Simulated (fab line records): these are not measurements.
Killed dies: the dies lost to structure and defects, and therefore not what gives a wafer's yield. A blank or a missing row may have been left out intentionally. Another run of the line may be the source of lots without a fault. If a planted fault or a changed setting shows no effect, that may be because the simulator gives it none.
Which tool was responsible? / flow n5_finfet / 9 lots (26 wafers sampled), 1 step of a 1938-step route

## WHAT THE GAUGES SHOWED, per wafer
N5_BEOL_M4_RC_MEAS_101. Usual: DIBL_N 37.0 mV/V, standard deviation 2.3; DIBL_P 37.3 mV/V, standard deviation 2.8; IOFF_N 0.17 nA/um, standard deviation 0.046; IOFF_P 0.23 nA/um, standard deviation 0.054; ION_N 675 uA/um, standard deviation 14; ION_P 460 uA/um, standard deviation 9.3; SS_N 71.7 mV/dec, standard deviation 0.73; SS_P 73.6 mV/dec, standard deviation 0.95; VT_N 249 mV, standard deviation 3.9; VT_P -250 mV, standard deviation 3.9.
lot=L760; measured=day 7 23:18; on=prober-02; DIBL_N (mV/V)=40.3 37.1 43.8; DIBL_P (mV/V)=40.9 35.4 44.8; IOFF_N (nA/um)=0.23 0.15 0.36; IOFF_P (nA/um)=0.31 0.21 0.42; ION_N (uA/um)=680 676 712; ION_P (uA/um)=471 464 478; SS_N (mV/dec)=72.2 71.3 73.7; SS_P (mV/dec)=74.8 73.7 76.2; VT_N (mV)=243 251 240; VT_P (mV)=-246 -251 -243; flag=
lot=L763; measured=day 8 22:55; on=prober-02; DIBL_N (mV/V)=37.5 36.0 41.5; DIBL_P (mV/V)=37.8 36.8 43.3; IOFF_N (nA/um)=0.18 0.16 0.27; IOFF_P (nA/um)=0.19 0.18 0.28; ION_N (uA/um)=682 676 694; ION_P (uA/um)=454 453 461; SS_N (mV/dec)=72.0 71.0 73.1; SS_P (mV/dec)=73.1 73.5 75.4; VT_N (mV)=248 249 244; VT_P (mV)=-252 -254 -246; flag=
lot=L766; measured=day 9 08:11; on=prober-02; DIBL_N (mV/V)=35.3 38.5 39.3; DIBL_P (mV/V)=36.6 39.5 40.8; IOFF_N (nA/um)=0.15 0.22 0.23; IOFF_P (nA/um)=0.19 0.25 0.27; ION_N (uA/um)=670 703 706; ION_P (uA/um)=458 474 471; SS_N (mV/dec)=71.4 72.1 72.3; SS_P (mV/dec)=73.1 73.8 74.8; VT_N (mV)=253 245 248; VT_P (mV)=-255 -251 -249; flag=
lot=L765; measured=day 9 09:13; on=prober-01; DIBL_N (mV/V)=36.5 34.8 40.1; DIBL_P (mV/V)=38.2 36.0 43.2; IOFF_N (nA/um)=0.19 0.14 0.28; IOFF_P (nA/um)=0.25 0.21 0.37; ION_N (uA/um)=691 653 701; ION_P (uA/um)=469 455 483; SS_N (mV/dec)=72.1 71.9 72.7; SS_P (mV/dec)=73.1 71.4 74.5; VT_N (mV)=246 251 242; VT_P (mV)=-247 -248 -242; flag=
lot=L771; measured=day 10 19:25; on=prober-01; DIBL_N (mV/V)=37.4 37.1; DIBL_P (mV/V)=35.9 36.5; IOFF_N (nA/um)=0.17 0.15; IOFF_P (nA/um)=0.19 0.20; ION_N (uA/um)=670 650; ION_P (uA/um)=458 450; SS_N (mV/dec)=71.4 71.0; SS_P (mV/dec)=73.9 72.9; VT_N (mV)=247 252; VT_P (mV)=-251 -251; flag=
lot=L772; measured=day 11 08:12; on=prober-02; DIBL_N (mV/V)=32.2 39.6 37.6; DIBL_P (mV/V)=32.4 41.7 38.2; IOFF_N (nA/um)=0.11 0.26 0.19; IOFF_P (nA/um)=0.18 0.34 0.26; ION_N (uA/um)=655 701 678; ION_P (uA/um)=460 478 465; SS_N (mV/dec)=70.1 71.5 72.0; SS_P (mV/dec)=72.2 75.0 73.4; VT_N (mV)=256 240 247; VT_P (mV)=-253 -244 -245; flag=
lot=L777; measured=day 12 22:21; on=prober-02; DIBL_N (mV/V)=33.5 36.2 37.3; DIBL_P (mV/V)=30.7 35.0 35.0; IOFF_N (nA/um)=0.10 0.14 0.16; IOFF_P (nA/um)=0.13 0.18 0.18; ION_N (uA/um)=640 664 666; ION_P (uA/um)=440 452 448; SS_N (mV/dec)=71.0 71.2 72.1; SS_P (mV/dec)=72.3 73.1 73.3; VT_N (mV)=257 250 250; VT_P (mV)=-258 -254 -253; flag=
lot=L778; measured=day 12 22:43; on=prober-01; DIBL_N (mV/V)=32.3 36.5 32.7; DIBL_P (mV/V)=33.6 38.5 34.1; IOFF_N (nA/um)=0.11 0.18 0.12; IOFF_P (nA/um)=0.14 0.20 0.14; ION_N (uA/um)=657 679 663; ION_P (uA/um)=445 458 449; SS_N (mV/dec)=71.2 72.3 71.1; SS_P (mV/dec)=72.2 73.7 72.2; VT_N (mV)=256 249 254; VT_P (mV)=-257 -252 -258; flag=
lot=L779; measured=day 13 00:56; on=prober-02; DIBL_N (mV/V)=36.2 37.1 35.3; DIBL_P (mV/V)=33.2 35.2 33.1; IOFF_N (nA/um)=0.15 0.17 0.13; IOFF_P (nA/um)=0.18 0.21 0.18; ION_N (uA/um)=670 676 677; ION_P (uA/um)=456 454 466; SS_N (mV/dec)=71.6 71.7 70.6; SS_P (mV/dec)=72.5 72.8 73.1; VT_N (mV)=253 250 252; VT_P (mV)=-253 -253 -250; flag=

## EACH LOT AND THE TOOL THAT RAN IT (in order: tool; ch and the chambers of the sampled wafers; start)
No process step before these readings appears in the record.

## WHAT THE TOOLS THEMSELVES READ (means of the sampled wafers that have a number; where no wafer has one, the mark that the record gives instead)
The record holds no such reading with a usual standard deviation.

## THE ANSWER, worked out from the rows above alone
Rule: a lot counts as off when the mean over its wafers that have a number is more than 3 standard deviations away from the usual mean. Also off: a lot with no number at a reading for which 4 or more lots have one. Where the step has rows for the other lots, those lots are counted as sound. First the gauges in route order, then the tools' own readings, where a lot's mean is used as printed above. At the first step where some lot is off, the reading lying furthest off is the one used; lots without a number count as furthest.
Nothing can be told from this: no lot is off at any reading shown.

## WHAT THE SIMULATOR HAD INSERTED
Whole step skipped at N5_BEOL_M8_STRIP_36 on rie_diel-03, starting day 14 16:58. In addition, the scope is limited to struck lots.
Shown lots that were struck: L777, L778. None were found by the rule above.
